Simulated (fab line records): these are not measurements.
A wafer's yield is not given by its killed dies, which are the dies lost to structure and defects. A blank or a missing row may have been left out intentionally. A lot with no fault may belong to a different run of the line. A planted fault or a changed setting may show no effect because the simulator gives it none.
fab line records	flow n5Finfet	part 1 of 2: steps 1 to 4 of 6
[record] lots = 23	wafers = 69	lastDay = 17
route steps=1938 shown MOL_CONTACT_COAG@609 BEOL_M0_SAQP@639
lots that met no fault: taken from a fault-free run of the same line
startH: start of the lot's first displayed wafer, in hours after the record's first day	waitH: hours elapsed since this lot's preceding step	" same as the row above	L1.1+2: one row covering several wafers at once	- either no value or no given start	* or withheld: withheld	< > ~ a bound
route shown NAME@n: NAME is a module with steps in the file, n the number in the route of the first one	usual: the fault-free wafers' mean and standard deviation	same: alike in all rows	chamber/n: place in a boat	sites: the reading at each site	_std_site: standard deviation across them	_edge_site: outer sites' mean less inner sites'	radiusMm: for every site, how far away it sits from the centre of the wafer	mask NAME#n: copy n	behind: the last tool/chamber to shape the wafer	hold: why the lot was held/for how many hours/how that ended	device: the n, p or np transistor that did not switch	end of line: the same wafers' tests at the end of the route	a step with no rows: only its recipe	killed: dies lost to structure and defects at the first sort, not the wafer's yield	map: shows each die of a wafer: x if killed, . if not, _ if none is there
set.NAME: the setting that was run; set.NAME@STEP: the one run at that earlier step	model.NAME: the simulator's own value behind a step, which no gauge read
steps of the route over a sample of lots; a table a step, a row a wafer
services: the hour from which a tool's chamber was out of use, counted from the record's first day as startH (under 0 if before that day), plus the number of hours and why
[[steps]]
[step N5_MOL_CONTACT_COAG_ETCHBACK_134]
[recipe] chemistry = CHF3	target = SiO2	targetDepthA = 100	timeS = 6.7	ionEnergyEv = 200	pressureMtorr = 30	sourceW = 610	biasW = 170	Ar_flow_sccm = 200	CHF3_flow_sccm = 50
[usual] drypumpMotorCurrentA = 5.66/0.29	oesProductAu = 0.80/0.079	rfVppV = 527/17	showerheadPlenumPTorr = 2.40/0.062	throttleValvePct = 18.75/0.3
lot.wafer	tool	chamber	startH	waitH	drypumpMotorCurrentA	oesProductAu	rfHoursCounterH	rfVppV	showerheadPlenumPTorr	throttleValvePct
L074.2	rieDiel-01	2	102.77	0.1	5.88	0.69	216	516	2.29	19.28
L074.3	"	1	"	"	5.57	0.75	170	538	2.45	18.92
L074.4	"	0	"	"	5.12	0.94	9	508	2.42	18.46
L075.1	rieDiel-01	3	106.68	0.1	5.52	0.88	38	539	2.40	18.68
L075.5	"	2	"	"	5.80	0.69	-	517	2.29	19.28
L075.6	"	1	"	"	5.56	0.75	-	538	2.45	18.94
L077.3	rieDiel-01	0	120.31	0.1	5.13	0.91	14	508	2.42	18.45
L077.4	"	1	"	"	5.55	0.74	175	538	2.45	18.96
L077.6	"	1	"	"	5.56	0.75	-	538	2.45	18.95
L078.1	rieDiel-06	3	126.00	0.1	6.05	0.83	80	504	2.41	18.56
L078.5	"	1	"	"	5.92	0.68	-	517	2.46	18.98
L078.6	"	2	"	"	5.65	0.86	-	528	2.43	18.91
L079.2	rieDiel-06	2	135.46	0.1	5.67	0.86	69	528	2.42	18.89
L079.4	"	1	"	"	5.95	0.70	234	516	2.46	19.00
L079.6	"	3	"	"	6.05	0.83	-	504	2.41	18.56
L081.1	rieDiel-04	1	142.06	0.2	5.39	0.70	202	539	2.37	18.65
L081.2	"	0	"	"	6.23	0.90	30	546	2.42	18.35
L081.5	"	1	"	"	5.41	0.71	-	539	2.37	18.66
L080.4	rieDiel-01	0	142.27	0.1	5.12	0.89	23	509	2.41	18.48
L080.5	"	2	"	"	5.84	0.67	-	518	2.28	19.29
L080.6	"	1	"	"	5.57	0.74	-	540	2.44	18.95
L082.1	rieDiel-01	0	153.29	0.1	5.12	0.88	26	509	2.41	18.47
L082.3	"	1	"	"	5.54	0.73	186	537	2.44	18.95
L082.5	"	1	"	"	5.56	0.73	-	538	2.44	18.95
L083.1	rieDiel-01	1	153.98	0.1	5.57	0.74	187	539	2.44	18.97
L083.3	"	3	"	"	5.54	0.85	54	537	2.39	18.69
L083.5	"	2	"	"	5.86	0.67	-	517	2.28	19.30
L084.3	rieDiel-06	3	160.96	0.1	6.07	0.82	93	504	2.41	18.59
L084.4	"	3	"	"	6.05	0.82	-	502	2.41	18.59
L084.5	"	1	"	"	5.91	0.69	-	516	2.45	19.02
L085.1	rieDiel-01	2	169.79	0.1	5.86	0.67	240	517	2.28	19.32
L085.4	"	1	"	"	5.56	0.73	193	538	2.44	18.97
L085.5	"	2	"	"	5.89	0.67	-	518	2.28	19.32
L086.2	rieDiel-06	0	173.55	0.3	5.51	0.84	46	559	2.32	18.23
L086.5	"	3	"	"	6.04	0.82	-	502	2.41	18.59
L086.6	"	0	"	"	5.52	0.84	-	559	2.32	18.23
L087.1	rieDiel-04	3	180.96	0.1	6.16	0.80	79	528	2.33	18.66
L087.4	"	2	"	"	5.50	0.72	195	503	2.46	18.53
L087.5	"	1	"	"	5.40	0.70	-	540	2.37	18.68
L088.2	rieDiel-04	0	185.12	0.1	6.23	0.88	44	545	2.41	18.38
L088.4	"	3	"	"	6.17	0.79	81	528	2.33	18.68
L088.6	"	3	"	"	6.13	0.79	-	527	2.33	18.67
L089.2	rieDiel-01	1	190.50	0.1	5.56	0.73	198	540	2.44	18.97
L089.4	"	0	"	"	5.12	0.88	38	510	2.41	18.52
L089.6	"	1	"	"	5.57	0.73	-	539	2.44	18.98
L090.3	rieDiel-04	2	193.54	0.1	5.45	0.71	200	504	2.46	18.55
L090.5	"	0	"	"	6.22	0.86	-	544	2.41	18.40
L090.6	"	3	"	"	6.14	0.77	-	528	2.33	18.66
L091.1	rieDiel-06	3	200.13	0.1	6.04	0.81	109	503	2.40	18.61
L091.2	"	0	"	"	5.57	0.82	58	559	2.32	18.25
L091.6	"	0	"	"	5.56	0.82	-	561	2.32	18.27
L092.3	rieDiel-06	0	205.58	0.1	5.63	0.83	59	558	2.31	18.27
L092.4	"	3	"	"	6.05	0.81	-	502	2.40	18.60
L092.5	"	0	"	"	5.59	0.82	-	559	2.31	18.26
L093.2	rieDiel-06	2	213.57	0.3	5.66	0.82	100	528	2.41	18.96
L093.4	"	0	"	"	5.57	0.81	-	558	2.31	18.26
L093.5	"	2	"	"	5.65	0.83	-	528	2.41	18.96
L094.1	rieDiel-01	0	216.23	0.1	5.10	0.86	47	508	2.41	18.53
L094.2	"	3	"	"	5.54	0.82	80	538	2.38	18.73
L094.4	"	2	"	"	5.81	0.98	1	526	2.56	18.98
L095.1	rieDiel-01	0	222.28	0.1	5.13	0.86	49	508	2.40	18.53
L095.4	"	2	"	"	5.83	0.95	3	526	2.56	18.97
L095.5	"	1	"	"	5.56	0.72	-	538	2.43	19.00
L096.1	rieDiel-06	2	232.90	0.1	5.66	0.81	107	527	2.41	18.98
L096.2	"	0	"	"	5.59	0.80	71	558	2.31	18.28
L096.3	"	3	"	"	6.05	0.80	121	504	2.40	18.64
L097.1	rieDiel-01	0	241.65	0.1	5.11	0.85	56	508	2.40	18.55
L097.2	"	3	"	"	5.55	0.80	89	540	2.38	18.75
L097.6	"	0	"	"	5.11	0.84	-	509	2.40	18.53
[step N5_BEOL_M0_SAQP_THK_MEAS_05]
[usual] thkNm = 59.9/0.94
lot.wafer	tool	chamber	startH	waitH	thkNm
L074.2	filmMetro-02	-	109.17	0.1	59.2
L074.3	"	-	"	"	59.8
L074.4	"	-	"	"	61.1
L075.1	filmMetro-02	-	113.58	0.1	59.7
L075.5	"	-	"	"	61.3
L075.6	"	-	"	"	60.4
L077.3	filmMetro-02	-	126.52	0.1	60.2
L077.4	"	-	"	"	60.4
L077.6	"	-	"	"	61.4
L078.1	filmMetro-01	-	132.44	0.1	60.4
L078.5	"	-	"	"	60.3
L078.6	"	-	"	"	61.3
L079.2	filmMetro-01	-	140.53	0.1	59.2
L079.4	"	-	"	"	60.2
L079.6	"	-	"	"	60.0
L081.1	filmMetro-01	-	148.53	0.1	58.7
L081.2	"	-	"	"	58.9
L081.5	"	-	"	"	60.6
L080.4	filmMetro-02	-	151.42	0.0	61.3
L080.5	"	-	"	"	60.1
L080.6	"	-	"	"	62.1
L082.1	filmMetro-02	-	159.32	0.1	58.7
L082.3	"	-	"	"	59.8
L082.5	"	-	"	"	60.0
L083.1	filmMetro-01	-	161.39	0.1	59.3
L083.3	"	-	"	"	59.0
L083.5	"	-	"	"	59.8
L084.3	filmMetro-01	-	167.95	0.1	59.4
L084.4	"	-	"	"	60.0
L084.5	"	-	"	"	60.3
L085.1	filmMetro-02	-	175.39	0.1	58.9
L085.4	"	-	"	"	59.9
L085.5	"	-	"	"	60.7
L086.2	filmMetro-01	-	179.35	0.1	60.8
L086.5	"	-	"	"	61.8
L086.6	"	-	"	"	60.9
L087.1	filmMetro-01	-	187.23	0.1	58.1
L087.4	"	-	"	"	59.2
L087.5	"	-	"	"	58.0
L088.2	filmMetro-02	-	190.71	0.1	57.8
L088.4	"	-	"	"	59.1
L088.6	"	-	"	"	59.2
L089.2	filmMetro-01	-	195.69	0.1	59.8
L089.4	"	-	"	"	60.4
L089.6	"	-	"	"	60.2
L090.3	filmMetro-01	-	198.79	0.1	60.5
L090.5	"	-	"	"	60.4
L090.6	"	-	"	"	61.2
L091.1	filmMetro-01	-	206.26	0.1	58.4
L091.2	"	-	"	"	59.4
L091.6	"	-	"	"	59.2
L092.3	filmMetro-02	-	211.10	0.1	59.7
L092.4	"	-	"	"	61.1
L092.5	"	-	"	"	59.3
L093.2	filmMetro-01	-	219.20	0.1	58.4
L093.4	"	-	"	"	59.7
L093.5	"	-	"	"	60.4
L094.1	filmMetro-01	-	223.67	0.1	57.5
L094.2	"	-	"	"	58.6
L094.4	"	-	"	"	60.1
L095.1	filmMetro-01	-	227.49	0.1	59.1
L095.4	"	-	"	"	60.9
L095.5	"	-	"	"	60.6
L096.1	filmMetro-01	-	239.43	0.1	59.0
L096.2	"	-	"	"	60.3
L096.3	"	-	"	"	59.5
L097.1	filmMetro-01	-	248.57	0.1	58.5
L097.2	"	-	"	"	57.3
L097.6	"	-	"	"	59.3
[step N5_BEOL_M0_SAQP_HM_OPEN_112]
[recipe] chemistry = CHF3/O2	target = SiO2	stopOn = a-Si	targetDepthA = 120	overEtchFrac = 1.25	maskMaterial = SOC	timeS = 13.5	pressureMtorr = 30	sourceW = 650	biasW = 170	Ar_flow_sccm = 200	CHF3_flow_sccm = 50	O2_flow_sccm = 5	ionEnergyEv = 200	ends = endPoint
[usual] drypumpMotorCurrentA = 5.8/0.46	oesProductAu = 0.52/0.041	rfVppV = 526/12	showerheadPlenumPTorr = 2.40/0.048	throttleValvePct = 18.73/0.21
lot.wafer	tool	chamber	startH	waitH	drypumpMotorCurrentA	oesProductAu	rfHoursCounterH	rfVppV	showerheadPlenumPTorr	throttleValvePct
L074.2	rieDiel-05	1	110.15	0.0	5.6	0.50	136	512	2.50	18.58
L074.3	"	3	"	"	6.4	0.53	68	525	2.37	19.08
L074.4	"	2	"	"	5.9	0.55	73	507	2.43	18.51
L075.1	rieDiel-05	1	114.34	0.0	5.7	0.50	138	513	2.50	18.60
L075.5	"	2	"	"	5.9	0.54	-	509	2.43	18.50
L075.6	"	1	"	"	5.7	0.50	-	513	2.49	18.60
L077.3	rieDiel-03	3	127.28	0.0	6.6	0.55	72	516	2.41	18.45
L077.4	"	0	"	"	5.3	0.57	63	540	2.35	18.75
L077.6	"	0	"	"	5.3	0.56	-	539	2.36	18.75
L078.1	rieDiel-02	0	133.20	0.0	5.4	0.59	34	544	2.37	18.35
L078.5	"	2	"	"	6.4	0.48	-	524	2.40	18.91
L078.6	"	1	"	"	5.7	0.53	-	527	2.34	18.67
L079.2	rieDiel-05	2	141.85	0.0	5.9	0.54	85	508	2.43	18.53
L079.4	"	2	"	"	5.9	0.54	-	508	2.43	18.53
L079.6	"	0	"	"	5.9	0.48	-	534	2.38	18.85
L081.1	rieDiel-05	2	149.29	0.0	5.9	0.54	88	508	2.42	18.52
L081.2	"	1	"	"	5.7	0.49	152	513	2.49	18.63
L081.5	"	1	"	"	5.7	0.49	-	512	2.49	18.60
L080.4	rieDiel-02	0	152.18	0.0	5.4	0.58	39	543	2.37	18.36
L080.5	"	1	"	"	5.7	0.52	-	527	2.34	18.68
L080.6	"	0	"	"	5.4	0.59	-	543	2.37	18.37
L082.1	rieDiel-03	1	159.96	0.0	4.8	0.60	10	539	2.46	18.56
L082.3	"	2	"	"	5.7	0.47	226	522	2.48	18.90
L082.5	"	3	"	"	6.7	0.54	-	518	2.41	18.47
L083.1	rieDiel-05	1	162.18	0.0	5.6	0.49	154	513	2.49	18.60
L083.3	"	3	"	"	6.4	0.54	79	526	2.37	19.09
L083.5	"	3	"	"	6.4	0.54	-	527	2.37	19.08
L084.3	rieDiel-02	0	169.00	0.0	5.4	0.56	44	545	2.37	18.38
L084.4	"	2	"	"	6.4	0.48	160	525	2.40	18.93
L084.5	"	2	"	"	6.5	0.47	-	524	2.40	18.92
L085.1	rieDiel-03	0	176.03	0.0	5.3	0.54	76	540	2.35	18.78
L085.4	"	1	"	"	4.7	0.60	15	540	2.45	18.57
L085.5	"	2	"	"	5.7	0.46	-	520	2.48	18.91
L086.2	rieDiel-03	2	180.13	0.0	5.8	0.46	232	521	2.48	18.91
L086.5	"	1	"	"	4.8	0.60	-	537	2.45	18.56
L086.6	"	2	"	"	5.8	0.47	-	521	2.48	18.92
L087.1	rieDiel-05	3	188.02	0.0	6.4	0.53	86	526	2.36	19.09
L087.4	"	3	"	"	6.4	0.54	-	526	2.36	19.10
L087.5	"	2	"	"	5.8	0.53	-	507	2.42	18.56
L088.2	rieDiel-05	3	191.63	0.0	6.4	0.53	88	526	2.36	19.09
L088.4	"	1	"	"	5.7	0.48	164	512	2.48	18.63
L088.6	"	2	"	"	5.9	0.54	-	506	2.42	18.53
L089.2	rieDiel-02	1	196.33	0.0	5.7	0.51	97	526	2.33	18.71
L089.4	"	0	"	"	5.4	0.56	52	543	2.37	18.37
L089.6	"	2	"	"	6.5	0.47	-	524	2.39	18.96
L090.3	rieDiel-05	1	199.50	0.0	5.7	0.48	167	513	2.48	18.64
L090.5	"	3	"	"	6.4	0.53	-	527	2.36	19.12
L090.6	"	0	"	"	5.8	0.47	-	535	2.38	18.84
L091.1	rieDiel-05	2	207.13	0.0	5.9	0.52	108	507	2.42	18.57
L091.2	"	3	"	"	6.4	0.53	93	527	2.36	19.13
L091.6	"	2	"	"	5.9	0.53	-	507	2.42	18.57
L092.3	rieDiel-05	2	211.76	0.0	5.9	0.53	109	508	2.42	18.56
L092.4	"	1	"	"	5.7	0.48	171	513	2.48	18.65
L092.5	"	3	"	"	6.4	0.53	-	526	2.36	19.11
L093.2	rieDiel-02	2	219.96	0.0	6.5	0.47	174	525	2.39	18.95
L093.4	"	1	"	"	5.7	0.52	103	525	2.33	18.70
L093.5	"	3	"	"	5.4	0.48	-	538	2.37	18.90
L094.1	rieDiel-02	3	224.45	0.0	5.4	0.49	176	540	2.37	18.89
L094.2	"	1	"	"	5.7	0.52	105	526	2.33	18.70
L094.4	"	2	"	"	6.4	0.47	176	525	2.39	18.97
L095.1	rieDiel-02	1	228.27	0.0	5.7	0.52	106	526	2.33	18.72
L095.4	"	3	"	"	5.4	0.48	176	541	2.37	18.90
L095.5	"	0	"	"	5.4	0.57	-	544	2.36	18.40
L096.1	rieDiel-03	0	240.20	0.0	5.3	0.53	96	540	2.34	18.81
L096.2	"	3	"	"	6.6	0.51	106	518	2.40	18.48
L096.3	"	1	"	"	4.8	0.57	34	539	2.45	18.60
L097.1	rieDiel-05	3	249.34	0.0	6.4	0.52	103	526	2.36	19.13
L097.2	"	1	"	"	5.7	0.47	184	511	2.48	18.67
L097.6	"	1	"	"	5.6	0.48	-	512	2.48	18.65
[step N5_BEOL_M0_SAQP_ETCH_102]
[recipe] chemistry = CF4	target = SiO2	targetDepthA = 40	ionEnergyEv = 350	timeS = 4.4	pressureMtorr = 10	icpW = 800	biasW = 400	cf4FlowSccm = 80
[usual] drypumpMotorCurrentA = 5.5/0.4	oesProductAu = 0.997/0.02	throttleValvePct = 21.62/0.23
lot.wafer	tool	chamber	startH	waitH	drypumpMotorCurrentA	oesProductAu	rfHoursCounterH	throttleValvePct
L074.2	rieSi-02	3	111.86	0.1	5.2	1.023	135	21.52
L074.3	"	0	"	"	5.1	1.026	25	21.50
L074.4	"	2	"	"	5.6	0.992	83	21.58
L075.1	rieSi-05	0	115.90	0.1	5.7	0.999	127	21.52
L075.5	"	1	"	"	5.2	0.967	-	21.68
L075.6	"	0	"	"	5.7	1.001	-	21.51
L077.3	rieSi-02	0	129.02	0.1	5.1	1.008	25	21.50
L077.4	"	2	"	"	5.6	0.992	84	21.56
L077.6	"	1	"	"	5.2	0.978	-	21.49
L078.1	rieSi-02	0	134.72	0.1	5.1	1.012	26	21.49
L078.5	"	2	"	"	5.6	0.995	-	21.55
L078.6	"	1	"	"	5.2	0.973	-	21.52
L079.2	rieSi-01	2	143.74	0.1	4.9	0.980	152	21.95
L079.4	"	3	"	"	6.3	0.972	67	22.08
L079.6	"	1	"	"	6.3	1.024	-	21.65
L081.1	rieSi-05	2	151.12	0.1	5.9	0.966	36	22.14
L081.2	"	0	"	"	5.6	0.991	127	21.53
L081.5	"	3	"	"	5.8	0.999	-	21.77
L080.4	rieSi-01	3	154.09	0.1	6.3	0.985	67	22.06
L080.5	"	3	"	"	6.3	0.979	-	22.08
L080.6	"	0	"	"	5.7	1.004	-	21.22
L082.1	rieSi-02	1	161.76	0.1	5.2	0.967	27	21.50
L082.3	"	3	"	"	5.3	1.024	135	21.50
L082.5	"	1	"	"	5.1	0.976	-	21.49
L083.1	rieSi-02	3	163.70	0.1	5.3	1.006	135	21.50
L083.3	"	2	"	"	5.6	1.002	84	21.58
L083.5	"	2	"	"	5.6	0.998	-	21.56
L084.3	rieSi-02	0	170.65	0.1	5.1	1.003	26	21.51
L084.4	"	3	"	"	5.2	1.011	136	21.49
L084.5	"	0	"	"	5.1	1.011	-	21.51
L085.1	rieSi-05	2	178.18	0.1	5.9	0.974	36	22.15
L085.4	"	1	"	"	5.2	0.971	80	21.67
L085.5	"	1	"	"	5.2	0.966	-	21.68
L086.2	rieSi-02	3	184.53	0.1	5.3	1.019	136	21.50
L086.5	"	1	"	"	5.2	0.972	-	21.51
L086.6	"	0	"	"	5.1	1.014	-	21.48
L087.1	rieSi-01	3	191.69	0.1	6.3	0.977	68	22.06
L087.4	"	2	"	"	5.0	0.973	152	21.97
L087.5	"	1	"	"	6.3	1.036	-	21.65
L088.2	rieSi-02	3	193.28	0.1	5.3	1.026	136	21.49
L088.4	"	1	"	"	5.1	0.986	28	21.51
L088.6	"	3	"	"	5.3	1.021	-	21.50
L089.2	rieSi-05	2	198.03	0.1	5.9	0.974	36	22.15
L089.4	"	3	"	"	5.8	0.993	5	21.78
L089.6	"	2	"	"	5.9	0.971	-	22.14
L090.3	rieSi-02	1	201.01	0.1	5.1	0.980	28	21.50
L090.5	"	3	"	"	5.2	1.023	-	21.51
L090.6	"	2	"	"	5.6	1.003	-	21.55
L091.1	rieSi-01	3	208.64	0.1	6.3	0.974	68	22.07
L091.2	"	1	"	"	6.3	1.030	163	21.65
L091.6	"	2	"	"	5.0	0.989	-	21.97
L092.3	rieSi-05	2	213.28	0.1	5.9	0.987	37	22.15
L092.4	"	3	"	"	5.8	1.004	6	21.79
L092.5	"	1	"	"	5.2	0.979	-	21.67
L093.2	rieSi-02	1	221.69	0.1	5.2	0.978	28	21.50
L093.4	"	0	"	"	5.1	1.017	27	21.51
L093.5	"	2	"	"	5.6	1.013	-	21.55
L094.1	rieSi-01	0	226.15	0.1	5.6	0.995	5	21.20
L094.2	"	1	"	"	6.3	1.035	164	21.65
L094.4	"	3	"	"	6.3	0.978	68	22.07
L095.1	rieSi-05	2	229.79	0.1	5.9	0.980	37	22.14
L095.4	"	3	"	"	5.8	1.002	6	21.77
L095.5	"	3	"	"	5.8	0.978	-	21.78
L096.1	rieSi-02	3	242.87	0.1	5.3	1.020	137	21.50
L096.2	"	1	"	"	5.1	0.975	28	21.51
L096.3	"	0	"	"	5.1	1.018	27	21.49
L097.1	rieSi-01	0	251.35	0.1	5.7	0.993	6	21.22
L097.2	"	1	"	"	6.3	1.027	164	21.64
L097.6	"	0	"	"	5.7	0.991	-	21.22
